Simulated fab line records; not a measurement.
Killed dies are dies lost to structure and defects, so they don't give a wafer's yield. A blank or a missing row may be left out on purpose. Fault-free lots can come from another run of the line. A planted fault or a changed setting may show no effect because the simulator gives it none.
The same fault as seen by 2 desks :: flow n5_finfet :: only its own numbers are on each desk; what lay behind them is given at the end

## THE METROLOGY DESK
Means of the sampled wafers that have a number, per lot and without regard to the tool the lot ran on: this is what the gauges read. A lot is out of limits, marked OUT, if its mean lies more than 4 standard deviations from the usual mean; the brackets give that distance. Only the readings that lie furthest out on some lot appear, 7 of the 10 it has.
Columns: A = DIBL_N at N5_BEOL_M4_RC_MEAS_101, usual 36.4 mV/V; B = DIBL_P at N5_BEOL_M4_RC_MEAS_101, usual 36.3 mV/V; C = IOFF_N at N5_BEOL_M4_RC_MEAS_101, usual 0.163 nA/um; D = IOFF_P at N5_BEOL_M4_RC_MEAS_101, usual 0.21 nA/um; E = ION_N at N5_BEOL_M4_RC_MEAS_101, usual 673 uA/um; F = ION_P at N5_BEOL_M4_RC_MEAS_101, usual 461 uA/um; G = VT_P at N5_BEOL_M4_RC_MEAS_101, usual -250 mV
lot: L637
first seen here: day 9 09:47
A: 38.0
B: 38.9
C: 0.199
D: 0.25
E: 680
F: 462
G: -250

lot: L639
first seen here: day 9 17:22
A: 34.6
B: 36.3
C: 0.148
D: 0.20
E: 659
F: 453
G: -253

lot: L641
first seen here: day 10 09:15
A: 35.1
B: 35.1
C: 0.147
D: 0.19
E: 654
F: 449
G: -252

lot: L646
first seen here: day 11 17:55
A: 36.1
B: 36.6
C: 0.179
D: 0.23
E: 678
F: 464
G: -246

lot: L647
first seen here: day 11 20:21
A: 35.5
B: 36.3
C: 0.151
D: 0.21
E: 663
F: 456
G: -250

lot: L651
first seen here: day 12 19:30
A: 36.9
B: 37.0
C: 0.153
D: 0.21
E: 673
F: 460
G: -251

lot: L652
first seen here: day 12 22:25
A: 38.9
B: 38.1
C: 0.186
D: 0.25
E: 672
F: 463
G: -246

lot: L654
first seen here: day 13 12:08
A: 35.2
B: 31.6
C: 0.128
D: 0.15
E: 668
F: 450
G: -257

lot: L655
first seen here: day 13 18:05
A: 38.1
B: 36.0
C: 0.174
D: 0.25
E: 674
F: 463
G: -245
This desk's verdict: no lot among the 9 shows anything out of limits.

## AT THE TOOL OWNER'S DESK: ald_sin-03
The tool's own readings at N5_MOL_CONTACT_COAG_ALD_133 (deposits SiO2, target thk 5 nm, pulse time 1 s, co reactant pulse time 1 s): means of the sampled wafers that have a number, for each lot that ran on this tool. A lot is out of limits, marked OUT, if its mean lies more than 4 standard deviations from the usual mean; the brackets give that distance.
Columns: A = heater_power_outer_w at N5_MOL_CONTACT_COAG_ALD_133, usual 41 W; B = heater_power_w at N5_MOL_CONTACT_COAG_ALD_133, usual 79 W; C = precursor_pulse_height_rel at N5_MOL_CONTACT_COAG_ALD_133, usual 1.001
lot: L637
first seen here: day 6 10:20
A: 42
B: 81
C: 1.008

lot: L639
first seen here: day 6 23:21
A: 37
B: 74
C: 0.975

lot: L641
first seen here: day 7 12:18
A: 37
B: 74
C: 1.011

lot: L646
first seen here: day 8 12:45
A: 42
B: 81
C: 0.991

lot: L647
first seen here: day 9 00:05
A: 42
B: 80
C: 0.978
This desk's verdict: no lot among the 5 shows anything out of limits.

## ALL TOGETHER
The metrology desk saw nothing out of limits.
Nothing out of limits was seen by the tool owner's desk.

## WHAT THE SIMULATOR HAD PUT IN
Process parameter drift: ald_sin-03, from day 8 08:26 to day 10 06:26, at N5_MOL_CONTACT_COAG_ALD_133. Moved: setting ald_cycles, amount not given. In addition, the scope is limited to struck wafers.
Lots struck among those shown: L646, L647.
